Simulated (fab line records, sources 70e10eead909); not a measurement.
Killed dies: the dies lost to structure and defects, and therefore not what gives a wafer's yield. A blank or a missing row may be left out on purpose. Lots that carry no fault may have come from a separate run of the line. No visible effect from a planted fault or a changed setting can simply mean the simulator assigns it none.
Matching of chambers	flow nand harc	NHARC_P_M0_PRE_CLEAN_31 on pecvd-04 has 3 sister chambers
The step time 12 s. 6 wafers are shown with their chamber, then 12 later ones without.

WAFERS PAIRED WITH THEIR CHAMBERS
wafer	chamber	heater power w (W)
L082.5	0	505
L082.2	2	695
L082.6	2	685
L081.2	0	506
L081.3	1	549
L081.4	1	561

WAFERS WHOSE CHAMBER IS MISSING
wafer	heater power w (W)
L080.1	651
L080.3	526
L080.4	533
L090.2	722
L090.5	464
L090.6	632
L096.4	638
L096.5	565
L096.6	684
L097.1	629
L097.2	690
L097.5	638

WHICH CHAMBER EACH ONE RAN IN
wafer	from the rows above	in truth
L080.1	2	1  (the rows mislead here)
L080.3	can't be placed: 0 or 1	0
L080.4	can't be placed: 1 or 0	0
L090.2	2	2
L090.5	0	0
L090.6	2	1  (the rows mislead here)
L096.4	2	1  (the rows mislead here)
L096.5	1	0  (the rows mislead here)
L096.6	2	2
L097.1	2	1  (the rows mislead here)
L097.2	2	2
L097.5	2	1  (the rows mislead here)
Correct placement for 4 of the 12. From these rows, 2 cannot be placed; in 2 the true chamber is one of the candidates. Number placed wrongly: 6.
How it was worked out, from the rows above alone: a wafer's distance from a chamber is the root of the sum, over the readings, of the square of ((its reading less the chamber's mean) divided by the reading's scatter). If the next closest chamber is less than 2 further off than the closest, the wafer can't be placed; otherwise it belongs to the closest. Each chamber's mean is taken over the wafers shown for it. The scatter: take each reading less its chamber's mean, square it, sum over the shown wafers, divide by the number of wafers less the number of chambers, and take the root.
